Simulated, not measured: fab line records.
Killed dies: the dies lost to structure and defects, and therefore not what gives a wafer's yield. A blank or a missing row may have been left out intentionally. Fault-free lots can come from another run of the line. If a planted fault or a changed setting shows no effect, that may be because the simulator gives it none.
fab line records	flow n5Finfet
record: lots: 10	wafers: 27	lastDay: 18
route steps=1938 shown BEOL_M0@745 BEOL_M1@768 BEOL_M4@1111
lots untouched by any fault: they come from a run of this same line in which no faults occurred
startH: hours from the record's first day to the start of the lot's first wafer shown	waitH: hours elapsed since this lot's preceding step	" identical to the entry in the row above	L1.1+2: several wafers, shown together as one row	- no value, or no start given	* or withheld: withheld	< > ~ a bound
route shown NAME@n: names a module that has steps shown in the file, with the first one's number in the route	usual: average and standard deviation across the fault-free wafers	same: alike in all rows	chamber/n: place in a boat	sites: each site's reading	_std_site: the standard deviation of these	_edge_site: inner sites' mean taken away from outer sites' mean	radiusMm: for every site, how far away it sits from the centre of the wafer	mask NAME#n: copy n	behind: tool/chamber where the wafer was last shaped	hold: cause of the lot's hold/its duration in hours/its outcome	device: the n, p or np transistor that did not switch	end of line: tests run on the same wafers once the route is complete	a step with no rows: only its recipe	killed: the dies lost at the first sort to structure and to defects; this is not the yield of the wafer	map: dies across one wafer; x = killed, . = not, _ = none there
set.NAME: the setting that was run; set.NAME@STEP: the one run at that earlier step	model.NAME: the simulator's own value behind a step, which no gauge read
a sample of lots followed through the steps of the route, with each step as a table and each wafer as a row
services: when a tool's chamber went out of use (startH, in hours from the record's first day, below 0 if earlier), for how many hours, and the reason
== steps ==
step: N5_BEOL_M0_PRE_CLEAN_131
recipe: gas: NH3/H2	timeS: 15	tempC: *	rfPowerW: 300
usual: heaterPowerW: 84/14
lot.wafer	tool	chamber	startH	waitH	heaterPowerW
L220.1	cvdCo-01	2	129.03	0.0	83
L220.4	"	0	"	"	82
L220.6	"	2	"	"	83
L221.2	cvdCo-01	2	135.12	0.2	82
L221.3	"	2	"	"	84
L221.5	"	0	"	"	82
L226.3	cvdCo-01	0	162.58	0.0	83
L226.5	"	2	"	"	82
L226.6	"	1	"	"	77
L227.2	cvdCo-02	0	164.97	0.0	68
L227.3	"	2	"	"	65
L228.1	cvdCo-01	0	175.18	0.0	84
L228.3	"	2	"	"	84
L228.4	"	2	"	"	84
L229.3	cvdCo-01	2	181.98	0.0	85
L229.4	"	0	"	"	84
L229.6	"	2	"	"	84
L231.1	cvdCo-01	0	193.72	0.0	81
L231.2	"	1	"	"	79
L231.4	"	2	"	"	84
L232.1	cvdCo-01	0	197.78	0.0	82
L232.3	"	2	"	"	86
L238.1	cvdCo-01	1	229.19	0.0	77
L238.5	"	2	"	"	84
L238.6	"	1	"	"	78
L242.1	cvdCo-01	0	259.20	0.0	85
L242.4	"	2	"	"	84
step: N5_BEOL_M1_ETCH_74
recipe: chemistry: N2/H2	target: underlayer	targetDepthA: 65	maskMaterial: CAR-EUV	timeS: 5.2	ionEnergyEv: 200	pressureMtorr: 30	sourceW: 840	biasW: 150	n2FlowSccm: 200	h2FlowSccm: 200	ends: cleared
usual: drypumpMotorCurrentA: 5.64/0.3	etchRfOnTimeS: 5.19/0.12	h2FlowSccm: 200.0/0.58	oesProductAu: 0.65/0.065	rfVppV: 524.5/1.8	showerheadPlenumPTorr: 2.58/0.057	throttleValvePct: 17.90/0.2
lot.wafer	tool	chamber	startH	waitH	drypumpMotorCurrentA	etchRfOnTimeS	h2FlowSccm	oesProductAu	rfHoursCounterH	rfVppV	showerheadPlenumPTorr	throttleValvePct
L220.1	rieDiel-06	3	131.56	0.0	5.28	5.06	200.8	0.74	55	522.2	2.49	17.95
L220.4	"	0	"	"	5.85	5.31	199.8	0.63	-	527.1	2.65	17.95
L220.6	"	3	"	"	5.29	5.04	200.3	0.74	-	523.4	2.49	17.94
L221.2	rieDiel-06	3	137.93	0.0	5.32	5.04	200.2	0.74	57	523.2	2.49	17.94
L221.3	"	2	"	"	5.57	5.27	200.1	0.62	179	523.8	2.54	17.95
L221.5	"	2	"	"	5.58	5.24	200.2	0.62	-	522.0	2.54	17.96
L226.3	rieDiel-05	2	166.19	0.0	5.55	5.06	199.6	0.73	47	522.4	2.60	17.98
L226.5	"	1	"	"	5.25	5.07	200.2	0.72	-	522.4	2.59	17.72
L226.6	"	0	"	"	6.03	5.06	200.8	0.65	-	527.4	2.65	17.81
L227.2	rieDiel-06	0	166.39	0.0	5.87	5.45	200.0	0.62	170	527.6	2.64	17.97
L227.3	"	3	"	"	5.30	5.11	199.7	0.72	70	521.7	2.49	17.94
L228.1	rieDiel-06	0	178.76	0.0	5.86	5.48	199.7	0.61	174	525.6	2.64	17.97
L228.3	"	2	"	"	5.56	5.35	199.5	0.61	190	524.3	2.53	18.00
L228.4	"	3	"	"	5.30	5.13	201.0	0.72	-	522.1	2.49	17.96
L229.3	rieDiel-05	0	183.63	0.0	6.03	5.09	200.1	0.65	167	526.1	2.64	17.82
L229.4	"	2	"	"	5.56	5.12	201.9	0.72	52	525.7	2.60	17.99
L229.6	"	1	"	"	5.32	5.04	198.7	0.71	-	523.9	2.59	17.73
L231.1	rieDiel-01	0	196.51	0.0	6.09	5.32	199.5	0.77	18	525.9	2.61	17.97
L231.2	"	1	"	"	5.97	5.20	199.8	0.60	236	524.5	2.63	18.42
L231.4	"	3	"	"	5.79	5.09	200.2	0.64	202	524.4	2.63	17.61
L232.1	rieDiel-01	1	199.45	0.0	5.98	5.23	199.5	0.58	236	523.7	2.63	18.42
L232.3	"	2	"	"	5.25	5.19	198.7	0.58	236	524.0	2.51	17.87
L238.1	rieDiel-01	1	230.46	0.0	5.93	3.45	198.9	0.75	248	525.0	2.62	18.47
L238.5	"	2	"	"	5.27	5.16	199.7	0.58	-	521.8	2.50	17.90
L238.6	"	3	"	"	5.79	5.12	199.3	0.63	-	525.5	2.62	17.66
L242.1	rieDiel-06	3	263.46	0.0	5.34	5.06	199.6	0.70	104	523.3	2.47	18.04
L242.4	"	1	"	"	5.29	5.44	200.4	0.75	21	526.4	2.59	17.36
step: N5_BEOL_M1_STRIP_66
recipe: chemistry: CF4	resist: SiARC	powerW: 300	biasPowerW: 75	pressureMtorr: 50	cf4FlowSccm: 150	rfFrequencyHz: 6e+07
usual: drypumpMotorCurrentA: 5.63/0.29	oesProductAu: 0.76/0.073	rfVppV: 271.6/1.1	showerheadPlenumPTorr: 1.82/0.04	throttleValvePct: 13.60/0.19
lot.wafer	tool	chamber	startH	waitH	drypumpMotorCurrentA	oesProductAu	rfHoursCounterH	rfVppV	showerheadPlenumPTorr	throttleValvePct
L220.1	rieDiel-06	3	131.73	0.0	5.24	0.86	55	270.6	1.76	13.46
L220.4	"	0	"	"	5.84	0.74	-	271.4	1.86	13.63
L220.6	"	3	"	"	5.30	0.85	-	272.5	1.76	13.45
L221.2	rieDiel-06	3	138.10	0.0	5.31	0.85	58	270.0	1.75	13.45
L221.3	"	2	"	"	5.55	0.72	179	270.9	1.78	13.73
L221.5	"	2	"	"	5.55	0.72	-	271.3	1.78	13.73
L226.3	rieDiel-05	2	166.36	0.0	5.55	0.84	47	272.4	1.82	13.46
L226.5	"	1	"	"	5.30	0.81	-	270.6	1.81	13.35
L226.6	"	0	"	"	6.00	0.74	-	272.0	1.87	13.49
L227.2	rieDiel-06	0	166.56	0.0	5.83	0.74	170	272.6	1.86	13.67
L227.3	"	3	"	"	5.27	0.83	70	271.2	1.75	13.49
L228.1	rieDiel-06	0	178.93	0.0	5.84	0.73	174	271.8	1.86	13.68
L228.3	"	2	"	"	5.55	0.71	190	271.4	1.78	13.76
L228.4	"	3	"	"	5.30	0.83	-	271.0	1.75	13.51
L229.3	rieDiel-05	0	183.80	0.0	6.00	0.74	167	273.1	1.87	13.52
L229.4	"	2	"	"	5.54	0.85	52	271.3	1.82	13.45
L229.6	"	1	"	"	5.29	0.80	-	271.2	1.81	13.35
L231.1	rieDiel-01	0	196.68	0.0	6.08	0.89	18	272.2	1.84	13.51
L231.2	"	1	"	"	5.97	0.70	236	272.5	1.85	14.10
L231.4	"	3	"	"	5.70	0.74	202	272.8	1.85	13.48
L232.1	rieDiel-01	1	199.62	0.0	5.94	0.69	236	270.7	1.85	14.05
L232.3	"	2	"	"	5.27	0.67	236	271.2	1.77	13.68
L238.1	rieDiel-01	1	230.63	0.0	5.95	0.67	248	271.6	1.85	14.11
L238.5	"	2	"	"	5.25	0.66	-	270.6	1.77	13.69
L238.6	"	3	"	"	5.77	0.73	-	271.5	1.85	13.49
L242.1	rieDiel-06	3	263.63	0.0	5.28	0.79	105	269.4	1.74	13.57
L242.4	"	1	"	"	5.26	0.91	22	272.3	1.84	13.27
step: N5_BEOL_M1_HM_OPEN_17
recipe: chemistry: Cl2/BCl3	targetDepthA: 200	overetchA: 60	target: TiN	maskMaterial: SOC	ionEnergyEv: 150	pressureMtorr: 10	icpW: 1000	biasW: 126	Cl2_flow_sccm: 53.25	bcl3FlowSccm: 21.75	Ar_flow_sccm: 25
usual: drypumpMotorCurrentA: 5.8/0.39	oesProductAu: 0.60/0.082	throttleValvePct: 22.45/0.21
lot.wafer	tool	chamber	startH	waitH	drypumpMotorCurrentA	oesProductAu	rfHoursCounterH	throttleValvePct
L220.1	rieMetal-01	1	131.77	0.0	6.4	0.56	98	22.67
L220.4	"	0	"	"	5.5	0.56	-	22.36
L220.6	"	1	"	"	6.4	0.56	-	22.66
L221.2	rieMetal-02	1	138.15	0.0	5.6	0.56	116	22.62
L221.3	"	0	"	"	5.9	0.55	-	22.34
L221.5	"	1	"	"	5.6	0.56	-	22.64
L226.3	rieMetal-02	0	166.44	0.1	5.9	0.55	-	22.36
L226.5	"	0	"	"	5.9	0.55	-	22.34
L226.6	"	1	"	"	5.6	0.55	-	22.64
L227.2	rieMetal-02	0	166.60	0.0	5.9	0.55	107	22.35
L227.3	"	1	"	"	5.6	0.55	-	22.65
L228.1	rieMetal-02	0	178.97	0.0	5.9	0.55	108	22.36
L228.3	"	1	"	"	5.6	0.55	-	22.63
L228.4	"	0	"	"	5.9	0.54	-	22.36
L229.3	rieMetal-02	0	183.88	0.1	5.9	0.55	-	22.34
L229.4	"	1	"	"	5.6	0.54	-	22.65
L229.6	"	0	"	"	5.9	0.54	-	22.37
L231.1	rieMetal-02	0	196.72	0.0	5.9	0.54	110	22.34
L231.2	"	1	"	"	5.6	0.55	120	22.65
L231.4	"	0	"	"	5.9	0.54	-	22.36
L232.1	rieMetal-03	0	199.66	0.0	6.2	0.73	26	22.45
L232.3	"	0	"	"	6.2	0.72	-	22.43
L238.1	rieMetal-01	1	230.67	0.0	6.4	0.56	108	22.66
L238.5	"	0	"	"	5.5	0.55	-	22.34
L238.6	"	1	"	"	6.4	0.56	-	22.67
L242.1	rieMetal-01	1	263.67	0.0	6.4	0.55	111	22.69
L242.4	"	1	"	"	6.4	0.55	-	22.70
step: N5_BEOL_M4_RC_MEAS_101
usual: DIBL_N: 35.8/1.5	DIBL_P: 35.9/1.8	IOFF_N: 0.152/0.025	IOFF_P: 0.21/0.031	ION_N: 672/11	ION_P: 462/7.4	SS_N: 71.5/0.52	SS_P: 73.2/0.54	VT_N: 250/3	VT_P: -250/3.3
lot.wafer	tool	chamber	startH	waitH	DIBL_N[mV/V]	DIBL_P[mV/V]	IOFF_N[nA/um]	IOFF_P[nA/um]	ION_N[uA/um]	ION_P[uA/um]	SS_N[mV/dec]	SS_P[mV/dec]	VT_N[mV]	VT_P[mV]
L220.1	prober-01	0	166.18	0.0	35.7	36.5	0.146	0.19	670	454	72.9	72.9	251	-253
L220.4	"	0	"	"	38.0	38.4	0.192	0.21	672	457	73.0	73.7	250	-249
L220.6	"	0	"	"	37.1	37.1	0.176	0.20	682	455	72.7	73.0	251	-249
L221.2	prober-02	0	178.93	0.2	37.5	36.4	0.161	0.23	675	467	71.4	73.3	249	-247
L221.3	"	0	"	"	38.5	38.3	0.195	0.27	690	474	72.0	73.9	244	-245
L221.5	"	0	"	"	35.5	34.8	0.131	0.20	665	465	71.7	73.3	251	-248
L226.3	prober-02	0	209.16	0.3	37.0	36.6	0.143	0.19	670	459	71.6	73.8	252	-255
L226.5	"	0	"	"	37.5	37.7	0.146	0.19	665	453	71.9	74.1	254	-255
L226.6	"	0	"	"	35.0	33.7	0.112	0.14	661	450	71.4	72.9	256	-259
L227.2	prober-02	0	215.76	0.2	34.6	34.5	0.115	0.15	652	449	71.6	72.3	256	-255
L227.3	"	0	"	"	36.3	36.1	0.146	0.18	669	463	71.1	72.7	252	-253
L228.1	prober-01	0	230.98	0.0	35.9	35.9	0.158	0.21	673	464	71.3	72.6	248	-245
L228.3	"	0	"	"	36.2	36.9	0.169	0.23	684	469	71.0	73.7	248	-248
L228.4	"	0	"	"	35.8	36.0	0.161	0.21	685	466	70.9	73.8	248	-251
L231.1	prober-01	0	236.76	0.0	37.1	37.8	0.177	0.23	667	458	71.3	74.7	248	-248
L231.2	"	0	"	"	34.2	34.8	0.128	0.18	677	467	71.8	73.7	252	-250
L231.4	"	0	"	"	35.5	36.5	0.145	0.20	672	459	71.3	74.1	251	-253
L229.3	prober-01	0	239.52	0.3	37.8	35.5	0.148	0.21	669	458	71.3	73.0	250	-247
L229.4	"	0	"	"	37.7	35.1	0.151	0.21	666	459	72.1	72.7	253	-249
L229.6	"	0	"	"	37.9	34.9	0.149	0.20	662	451	72.2	73.3	255	-250
L232.1	prober-02	0	244.23	0.0	34.0	33.2	0.117	0.17	659	461	71.1	73.0	251	-252
L232.3	"	0	"	"	33.8	33.3	0.122	0.18	655	455	70.5	72.8	252	-252
L238.1	prober-02	0	285.84	0.0	36.3	38.6	0.179	0.24	677	463	71.6	73.8	247	-249
L238.5	"	0	"	"	36.0	39.4	0.177	0.26	689	477	71.5	73.7	248	-248
L238.6	"	0	"	"	35.3	37.1	0.159	0.22	683	462	71.4	73.4	251	-249
L242.1	prober-02	0	321.00	0.0	35.6	35.7	0.151	0.21	666	465	71.9	73.4	251	-251
L242.4	"	0	"	"	35.0	34.9	0.137	0.19	675	472	71.3	72.8	256	-253
== services ==
tool	chamber	startH	hours	kind
cvdCo-01	1	114.74	-	clean
cvdCo-01	1	114.74	22.0	scheduledDown
cvdCo-01	1	114.74	22.0	ventCycle
cvdCo-02	-	125.00	0.2	repair
rieDiel-01	0	126.57	-	clean
rieDiel-01	0	126.57	-	consumableReplace:focusRing
rieDiel-01	0	126.57	18.5	scheduledDown
rieDiel-06	1	130.63	9.8	repair
rieDiel-06	1	140.64	-	clean
rieDiel-06	1	140.64	-	consumableReplace:focusRing
rieDiel-06	1	140.64	25.2	scheduledDown
rieDiel-06	1	140.64	25.2	ventCycle
rieDiel-06	2	149.71	12.8	repair
rieMetal-02	-	152.42	0.4	repair
rieDiel-01	3	157.99	1.5	repair
cvdCo-01	-	174.11	0.4	repair
rieDiel-06	1	177.25	22.2	repair
rieMetal-03	-	181.71	0.5	repair
rieDiel-06	2	194.15	4.6	repair
cvdCo-02	0	201.54	3.7	repair
rieMetal-02	-	210.46	2.8	pm
rieMetal-02	1	253.66	-	clean
rieMetal-02	1	253.66	11.0	scheduledDown
rieMetal-02	1	253.66	11.0	ventCycle
== key ==
firstSign: step: N5_BEOL_M1_ETCH_74	reading: etchRfOnTimeS	direction: down	sigmas: 14	usual: *	struck: *
effect none on later readings
metAt N5_BEOL_M1_ETCH_74
struckLots L238
struckWafers L238.1
notActingAt N5_BEOL_M0_PRE_CLEAN_131,N5_BEOL_M1_STRIP_66,N5_BEOL_M1_HM_OPEN_17
onsetBetween 199.45 230.46
fault: kind: processParameterDrift	tool: rieDiel-01	chamber: 1	onsetH: 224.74	steps: N5_BEOL_M1_ETCH_74	channel: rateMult	offset: 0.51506	shape: step	endH: 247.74
